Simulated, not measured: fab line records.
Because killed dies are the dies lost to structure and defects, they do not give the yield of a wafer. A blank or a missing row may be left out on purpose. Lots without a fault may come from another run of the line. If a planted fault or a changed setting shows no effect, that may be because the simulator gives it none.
Comparing a struck lot with a sound one || flow nandHarc || 15 steps out of a route of 1302
Sound: wafers L105.2, L105.4, L105.5. Struck: wafer L114.3. (L114.4, L114.5 of the same lot were not struck and are left out.) The cause comes at the end.
At each step with rows: each side's tool, then ch and its chambers, then its first start. Under that, the readings that differ: sound wafers || struck wafers || difference of the means || sigmas: that difference in standard deviations of wafers without a fault.
alike: words and numbers the same on both sides, and readings whose means are apart by under 2 such deviations; not compared: readings that were withheld, readings missing a value for some wafer, numbers with overlapping values and no deviation given by the record, and bounds like >300 which may hide the same value.
The two part at a step that has a row with sigmas, a row that says differs or no value, or rows on one side only. Numbers that have no deviation but don't overlap get no sigmas and don't part them. Lack of a reading on every wafer of one side parts them only where that side has two or more wafers.

NHARC_A_CHANNEL_HOLE_D1_XSEM_31:
  sound on xsem-01 ch 0, day 10 17:14; struck on xsem-02 ch 0, day 15 01:43
  alike: botCdNm, bowNm, tiltDeg
NHARC_A_CHANNEL_HOLE_D1_INSPECT_40:
  sound on defectInspect-02 at day 10 17:21; struck on defectInspect-01 at day 15 01:48
  alike: rawDefectCount
then, 4 steps without rows for these wafers: NHARC_A_CHANNEL_FILL_D1_PRECLEAN_00 (cleans in SC1); NHARC_A_CHANNEL_FILL_D1_SRD_01; NHARC_A_CHANNEL_FILL_D1_ALD_02 (deposits SiO2, target thk 6 nm, pulse time 10 s, ald cycles 60); NHARC_A_CHANNEL_FILL_D1_ALD_03 (deposits SiNx, target thk 6 nm, pulse time 60 s, ald cycles 58).
NHARC_A_CHANNEL_FILL_D1_ALD_14: deposits SiO2, target thk 2.5 nm, pulse time 10 s, ald cycles 25.
  sound on aldHk-02 ch 0,2, day 11 01:02; struck on aldHk-02 ch 1, day 15 09:17
  alike: heaterPowerW, precursorPulseHeightRel
NHARC_A_CHANNEL_FILL_D1_ALD_15: deposits SiNx, target thk 2 nm, pulse time 60 s, ald cycles 19.
  sound on aldSinBatch-03 ch 0, day 11 04:23; struck on aldSinBatch-02 ch 0
  alike: precursorPulseHeightRel
NHARC_A_CHANNEL_FILL_D1_ALD_16: deposits SiO2, target thk 1.5 nm, pulse time 10 s, ald cycles 15.
  sound on aldHk-03 ch 1,2,3, day 11 06:31; struck on aldHk-02 ch 3, day 15 14:25
  alike: heaterPowerW, precursorPulseHeightRel
then, 3 steps without rows for these wafers: NHARC_A_CHANNEL_FILL_D1_ANNEAL_17 (time 1800 s); NHARC_A_CHANNEL_FILL_D1_CVD_18 (deposits poly-Si, target thk 3 nm); NHARC_A_CHANNEL_FILL_D1_ETCHBACK_19 (etches the open film in HBr/Cl2, target depth 5 nm, time 1.7 s).
NHARC_A_CHANNEL_FILL_D1_ETCHBACK_20: etches the open film in C4F8/O2/Ar, target depth 27 nm, time 13.5 s.
  sound on rieDiel-03 ch 0,1, day 11 20:30; struck on rieDiel-03 ch 3, day 16 02:39
{"reading": "oesProductAu (a.u.)", "sound": "0.93 0.94 0.93", "struck": 1.11, "difference": "+0.18", "sigmas": "+5"}
{"reading": "rfFwdPowerW (W)", "sound": "583.8 590.4 590.9", "struck": 681.5, "difference": "+93.1", "sigmas": "+36"}
  alike: rfVppV
  not compared: rfHoursCounterH
NHARC_A_CHANNEL_FILL_D1_STRIP_28: strips in O2, time 20 s.
  sound on rieDiel-03 ch 1,2,3, day 11 20:37; struck on rieDiel-03 ch 2, day 16 02:43
  alike: drypumpMotorCurrentA, oesProductAu, rfVppV, showerheadPlenumPTorr, throttleValvePct
  not compared: rfHoursCounterH
-- jump in the record: it breaks off in module A_CHANNEL_FILL_D1 and resumes in module END (first step shown: number 1302 of the route), and 15 days separate the struck wafers' starts before and after --
NHARC_END_SORT_01:
  at this point the record logs the struck wafers (prober-02 ch 0, day 30 17:08) and has no rows for the sound ones

== WHERE THEY PART ==
Last at NHARC_END_SORT_01 as far as this record goes, first at NHARC_A_CHANNEL_FILL_D1_ETCHBACK_20.

WHY: whatever the simulator had introduced
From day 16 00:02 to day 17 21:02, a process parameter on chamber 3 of rieDiel-03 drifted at NHARC_A_CHANNEL_FILL_D1_ETCHBACK_20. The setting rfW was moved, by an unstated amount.
